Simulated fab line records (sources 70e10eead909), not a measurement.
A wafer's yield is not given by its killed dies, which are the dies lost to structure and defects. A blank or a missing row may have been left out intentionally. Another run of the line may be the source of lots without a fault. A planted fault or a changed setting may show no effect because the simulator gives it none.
Chamber matching / flow nandHarc / NHARC_A_CHANNEL_FILL_D1_ETCHBACK_20 on rieDiel-13: 4 sister chambers
The step etches the open film in C4F8/O2/Ar, target depth 27 nm, time 13.5 s. 4 wafers are shown with their chamber, then 12 later ones without.

== WAFERS WITH THEIR CHAMBER ==
wafer=L086.3; chamber=0; rfVppV (V)=970
wafer=L088.2; chamber=1; rfVppV (V)=982
wafer=L088.5; chamber=2; rfVppV (V)=985
wafer=L088.6; chamber=3; rfVppV (V)=979

== WAFERS MISSING THEIR CHAMBER ==
wafer=L091.2; rfVppV (V)=981
wafer=L091.3; rfVppV (V)=984
wafer=L091.4; rfVppV (V)=971
wafer=L093.2; rfVppV (V)=981
wafer=L093.4; rfVppV (V)=986
wafer=L093.5; rfVppV (V)=981
wafer=L095.2; rfVppV (V)=982
wafer=L095.4; rfVppV (V)=981
wafer=L095.6; rfVppV (V)=981
wafer=L097.2; rfVppV (V)=970
wafer=L097.3; rfVppV (V)=982
wafer=L097.4; rfVppV (V)=981

== CHAMBER TAKEN BY EACH ==
wafer=L091.2; from the rows above=can't be placed: 1 or 3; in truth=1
wafer=L091.3; from the rows above=can't be placed: 2 or 1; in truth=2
wafer=L091.4; from the rows above=0; in truth=0
wafer=L093.2; from the rows above=can't be placed: 1 or 3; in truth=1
wafer=L093.4; from the rows above=2; in truth=2
wafer=L093.5; from the rows above=can't be placed: 1 or 3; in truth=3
wafer=L095.2; from the rows above=1; in truth=1
wafer=L095.4; from the rows above=can't be placed: 1 or 3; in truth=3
wafer=L095.6; from the rows above=can't be placed: 1 or 3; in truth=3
wafer=L097.2; from the rows above=0; in truth=0
wafer=L097.3; from the rows above=1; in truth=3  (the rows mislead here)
wafer=L097.4; from the rows above=can't be placed: 1 or 3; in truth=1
Correct placement for 4 of the 12. From these rows, 7 cannot be placed; in 7 the true chamber is one of the candidates. Number placed wrongly: 1.
How it was worked out, from the rows above alone: a wafer's distance from a chamber is the root of the sum, over the readings, of the square of ((its reading less the chamber's mean) divided by the reading's scatter). If the next closest chamber is less than 2 further off than the closest, the wafer can't be placed; otherwise it belongs to the closest. Each chamber's mean is taken over the wafers shown for it. The scatter: root of mean squared gap, hidden wafer to nearest shown wafer, with one shown wafer a chamber.
